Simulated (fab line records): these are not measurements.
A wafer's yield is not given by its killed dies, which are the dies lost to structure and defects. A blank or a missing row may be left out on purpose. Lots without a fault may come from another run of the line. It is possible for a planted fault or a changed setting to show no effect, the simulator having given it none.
One fault through the eyes of 2 desks + flow n5Finfet + each desk holds nothing but its own numbers, with what lay behind them at the end

## THE METROLOGY DESK
Means of the sampled wafers that have a number, per lot and without regard to the tool the lot ran on: this is what the gauges read. Any lot whose mean is over 4 standard deviations away from the usual mean is out of limits and marked OUT; that distance is given in the brackets.
Columns: A = trenchDepthNm at N5_BEOL_M13_OCD_MEAS_35, usual 416 nm
| lot  | first seen here | A   |
|------|-----------------|-----|
| L882 | day 11 13:23    | 419 |
| L884 | day 12 23:55    | 418 |
| L888 | day 13 04:04    | 415 |
| L886 | day 13 05:53    | 406 |
| L889 | day 13 15:49    | 424 |
| L890 | day 14 00:53    | 417 |
| L892 | day 14 13:42    | 408 |
| L893 | day 14 16:30    | 416 |
| L894 | day 14 16:55    | 419 |
| L896 | day 15 09:25    | 411 |
| L897 | day 15 10:01    | 414 |
| L898 | day 15 15:14    | 415 |
| L901 | day 16 04:44    | 420 |
| L900 | day 16 21:14    | 417 |
This desk's verdict: no lot among the 14 shows anything out of limits.

## THE TOOL OWNER'S DESK: krfScanner-02
The tool's own readings at N5_BEOL_M14_EXPOSE_25 (exposes mask M14, target cd 280 nm): means of the sampled wafers that have a number, for each lot that ran on this tool. Any lot whose mean is over 4 standard deviations away from the usual mean is out of limits and marked OUT; that distance is given in the brackets.
Columns: A = exposureDoseMJCm2 at N5_BEOL_M14_EXPOSE_25, usual 26.592; B = focusOffsetNm at N5_BEOL_M14_EXPOSE_25, usual 0.1 nm; C = stageVelMmS at N5_BEOL_M14_EXPOSE_25, usual 499.97 mm/s
| lot  | first seen here | A      | B    | C      |
|------|-----------------|--------|------|--------|
| L890 | day 14 05:36    | 26.606 | 0.8  | 500.01 |
| L893 | day 14 23:43    | 26.613 | -0.1 | 500.16 |
| L894 | day 15 00:14    | 26.562 | -0.2 | 499.73 |
| L896 | day 15 15:06    | 26.631 | -0.1 | 500.17 |
| L897 | day 15 17:22    | 26.597 | -0.2 | 499.89 |
| L898 | day 15 19:53    | 26.596 | -0.1 | 500.09 |
| L900 | day 17 01:46    | 26.611 | -0.8 | 500.34 |
This desk's verdict: no lot among the 7 shows anything out of limits.

## PUT TOGETHER
From the metrology desk's view, nothing was out of limits.
Nothing out of limits was seen by the tool owner's desk.

## WHAT HAD BEEN PUT IN BY THE SIMULATOR
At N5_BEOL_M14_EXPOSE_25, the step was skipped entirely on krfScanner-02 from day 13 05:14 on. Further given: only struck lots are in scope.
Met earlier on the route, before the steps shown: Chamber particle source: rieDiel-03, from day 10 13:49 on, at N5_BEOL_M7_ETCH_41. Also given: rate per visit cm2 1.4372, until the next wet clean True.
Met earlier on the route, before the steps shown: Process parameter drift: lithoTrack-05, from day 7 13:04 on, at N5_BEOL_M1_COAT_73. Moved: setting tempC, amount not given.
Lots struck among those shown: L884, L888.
